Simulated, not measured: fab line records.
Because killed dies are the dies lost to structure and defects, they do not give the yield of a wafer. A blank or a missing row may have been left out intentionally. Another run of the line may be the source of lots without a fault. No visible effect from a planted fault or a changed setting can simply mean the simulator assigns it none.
Which tool was responsible?    flow n5Finfet    33 wafers sampled from 11 lots at 1 step of a route of 1938

## WHAT THE GAUGES READ, wafer by wafer
N5_BEOL_M6_CD_MEAS_35: target cd 40 nm, target cd y 28 nm.
lot   measured      on        cdNm (nm)
L075  day 9 18:55   cdSem-02  39.7 38.7 39.9
L078  day 9 19:08   cdSem-02  38.9 38.6 39.0
L081  day 10 09:49  cdSem-02  39.8 39.4 39.1
L079  day 10 18:21  cdSem-02  39.0 39.5 39.8
L084  day 11 16:26  cdSem-02  37.8 38.3 38.1
L086  day 12 03:27  cdSem-01  39.2 40.1 40.1
L092  day 12 21:11  cdSem-01  38.4 39.5 40.0
L090  day 13 06:50  cdSem-02  41.3 40.1 39.8
L093  day 13 12:08  cdSem-03  40.0 40.6 40.2
L095  day 14 19:28  cdSem-01  39.9 39.1 40.1
L096  day 15 22:13  cdSem-03  39.7 38.6 39.2

## WHICH TOOL RAN EACH LOT (tool, then ch and the chambers of the sampled wafers, then the start)
Record: no process step prior to these readings.

## THE ANSWER, worked out from the rows above alone
Rule: the lots themselves supply what counts as usual. The widest of any qualifying gaps counts: lots, ordered by their means at a reading, are off when they make up no more than a third of the lots, leave a main group of 4 or more, and stand apart from it by 3 or more times the standard deviation of that group's means. If all means in a main group match to the digits the tables above print for the reading, that group is not used. Also off: a lot with no number at a reading for which 4 or more lots have one. Any other lot the step has rows for is counted as sound.
No lot is off on any of the readings shown, so nothing can be concluded from this.

## WHAT THE SIMULATOR HAD PUT IN
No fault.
